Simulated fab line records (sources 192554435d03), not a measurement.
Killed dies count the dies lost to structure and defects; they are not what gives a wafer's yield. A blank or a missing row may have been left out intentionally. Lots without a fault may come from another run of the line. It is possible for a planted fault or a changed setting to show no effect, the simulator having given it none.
One fault seen from 3 desks + flow n5Finfet + only its own numbers are on each desk; what lay behind them is given at the end

== THE METROLOGY DESK ==
Means of the sampled wafers that have a number, per lot and without regard to the tool the lot ran on: this is what the gauges read. Any lot whose mean is over 4 standard deviations away from the usual mean is out of limits and marked OUT; that distance is given in the brackets.
Columns: A = V11_OVL at N5_BEOL_M12_OVL_MEAS_11, usual -1 nm
| lot  | first seen here | A   |
|------|-----------------|-----|
| L666 | day 10 22:28    | -1  |
| L671 | day 11 11:37    | -5  |
| L672 | day 11 22:15    | -4  |
| L673 | day 12 02:04    | 2   |
| L674 | day 12 02:37    | 2   |
| L677 | day 13 05:41    | -3  |
| L678 | day 13 16:01    | -6  |
| L679 | day 14 10:09    | 0   |
| L680 | day 14 14:46    | -2  |
| L683 | day 14 22:59    | -3  |
| L687 | day 15 18:48    | -16 |
This desk's verdict: no lot among the 11 shows anything out of limits.

== THE DEFECT DESK ==
Counts from the inspections along the route, per lot, as means over the sampled wafers that have a number. Any lot whose mean is over 4 standard deviations away from the usual mean is out of limits and marked OUT; that distance is given in the brackets.
Columns: A = rawDefectCount at N5_BEOL_M11_INSPECT_13, usual 405
| lot  | first seen here | A   |
|------|-----------------|-----|
| L666 | day 10 16:44    | 499 |
| L671 | day 11 05:11    | 428 |
| L672 | day 11 15:40    | 346 |
| L673 | day 11 19:34    | 498 |
| L674 | day 11 20:48    | 363 |
| L677 | day 13 01:02    | 320 |
| L678 | day 13 10:05    | 316 |
| L679 | day 14 03:43    | 358 |
| L680 | day 14 08:25    | 481 |
| L683 | day 14 17:58    | 317 |
| L687 | day 15 13:34    | 540 |
This desk's verdict: no lot among the 11 shows anything out of limits.

== THE TOOL OWNER'S DESK: pecvd-02 ==
The tool's own readings at N5_BEOL_M11_PECVD_70 (deposits SiO2 from TEOS/O2, target thk 20 nm, time 22.7 s): means of the sampled wafers that have a number, for each lot that ran on this tool. Any lot whose mean is over 4 standard deviations away from the usual mean is out of limits and marked OUT; that distance is given in the brackets.
Columns: A = heaterPowerW at N5_BEOL_M11_PECVD_70, usual 662 W; B = showerheadPlenumPTorr at N5_BEOL_M11_PECVD_70, usual 8.79 Torr; C = showerheadVppV at N5_BEOL_M11_PECVD_70, usual 1294 V; D = throttleValvePct at N5_BEOL_M11_PECVD_70, usual 21.9 %
| lot  | first seen here | A   | B    | C    | D    |
|------|-----------------|-----|------|------|------|
| L666 | day 10 15:58    | 726 | 8.75 | 1258 | 21.4 |
| L671 | day 11 04:02    | 649 | 8.75 | 1302 | 21.5 |
| L674 | day 11 20:10    | 614 | 8.80 | 1338 | 21.5 |
| L678 | day 13 07:59    | 716 | 8.71 | 1242 | 21.8 |
| L679 | day 14 01:29    | 598 | 8.74 | 1281 | 21.5 |
| L683 | day 14 16:19    | 656 | 8.76 | 1339 | 21.5 |
| L687 | day 15 12:56    | 638 | 8.74 | 1242 | 21.9 |
This desk's verdict: no lot among the 7 shows anything out of limits.

== BROUGHT TOGETHER ==
At the metrology desk, nothing out of limits was observed.
Nothing out of limits was seen by the defect desk.
The desk of the tool owner found nothing out of limits.

== WHAT THE SIMULATOR PUT IN ==
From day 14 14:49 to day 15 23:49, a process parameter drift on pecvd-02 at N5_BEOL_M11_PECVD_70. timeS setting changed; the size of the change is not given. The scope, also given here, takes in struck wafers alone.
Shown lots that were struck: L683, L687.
